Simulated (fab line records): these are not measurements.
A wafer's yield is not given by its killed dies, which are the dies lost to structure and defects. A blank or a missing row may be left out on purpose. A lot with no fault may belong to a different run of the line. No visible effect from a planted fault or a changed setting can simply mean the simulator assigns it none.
Which of the tools did it? -- flow nand harc -- 12 lots, 36 wafers sampled, at 1 step of a route of 1159

## WHAT EACH GAUGE READ, for each wafer
NHARC_A_M0_CD_MEAS_09: target cd 80 nm.
lot,measured,on,cd nm (nm)
L077,day 17 16:49,cd sem-02,81.8 80.9 79.4
L076,day 17 20:36,cd sem-03,79.8 80.3 80.7
L079,day 19 05:03,cd sem-01,79.7 80.0 79.9
L080,day 19 17:08,cd sem-03,79.3 80.9 80.6
L083,day 19 20:32,cd sem-02,79.3 79.1 80.2
L085,day 20 07:56,cd sem-03,80.6 81.0 79.8
L087,day 20 11:48,cd sem-02,81.5 81.3 80.4
L089,day 21 17:41,cd sem-02,80.4 79.2 80.7
L090,day 21 19:31,cd sem-02,80.9 79.7 79.5
L093,day 22 07:17,cd sem-03,82.0 81.6 79.8
L097,day 23 12:24,cd sem-02,79.6 78.7 79.9
L096,day 23 16:13,cd sem-02,81.4 81.7 79.3

## TOOL THAT RAN EACH LOT (tool first, then ch and the chambers of the sampled wafers, then the start)
The record shows no process step preceding these readings.

## THE ANSWER, worked out from the rows above alone
Rule: usual is defined by the lots themselves. Put in order of their means at a reading, lots are off if they are a third of the lots or fewer, leave a main group of 4 or more, and stand apart from it by a gap of 3 or more times the standard deviation of the main group's means; of several such gaps the widest counts. The tables above print the reading to a certain number of digits; a main group whose means all agree to those digits is not used. Also off: a lot with no number at a reading for which 4 or more lots have one. Where the step has rows for the other lots, those lots are counted as sound.
No lot is off on any of the readings shown, so nothing can be concluded from this.

## WHAT WAS PUT IN BY THE SIMULATOR
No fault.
